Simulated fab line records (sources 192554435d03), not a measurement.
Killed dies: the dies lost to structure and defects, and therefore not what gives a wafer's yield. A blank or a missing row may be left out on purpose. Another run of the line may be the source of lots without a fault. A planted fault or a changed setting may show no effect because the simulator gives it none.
Matching of chambers    flow n5Finfet    4 sister chambers for N5_MOL_CONTACT_COAG_ETCHBACK_134 on rieDiel-06
The step etches SiO2 in CHF3, target depth 10 nm, time 6.7 s. 4 wafers are shown with their chamber, then 12 later ones without.

== WAFERS PAIRED WITH THEIR CHAMBERS ==
wafer   chamber  drypumpMotorCurrentA (A)
L088.5  1        5.2
L088.6  0        5.9
L091.4  3        6.8
L091.5  2        6.2

== WAFERS WITHOUT THEIR CHAMBER ==
wafer   drypumpMotorCurrentA (A)
L092.1  6.7
L092.3  5.2
L092.6  6.8
L094.2  5.9
L094.3  5.2
L094.6  5.2
L096.1  6.8
L096.2  5.2
L096.4  5.9
L097.3  5.2
L097.5  6.2
L097.6  5.2

== THE CHAMBER EACH PASSED THROUGH ==
wafer   from the rows above  in truth
L092.1  3                    3
L092.3  1                    1
L092.6  3                    3
L094.2  0                    0
L094.3  1                    1
L094.6  1                    1
L096.1  3                    3
L096.2  1                    1
L096.4  0                    0
L097.3  1                    1
L097.5  2                    2
L097.6  1                    1
Placed correctly: 12 of 12. Can't be placed from these rows: 0. Number placed wrongly: 0.
How it was worked out, from the rows above alone: a wafer's distance from a chamber is the root of the sum, over the readings, of the square of ((its reading less the chamber's mean) divided by the reading's scatter). The wafer belongs to the nearest chamber; if the next one is less than 2 further off, it can't be placed. Each chamber's mean is taken over the wafers shown for it. The scatter: root of mean squared gap, hidden wafer to nearest shown wafer, with one shown wafer a chamber.
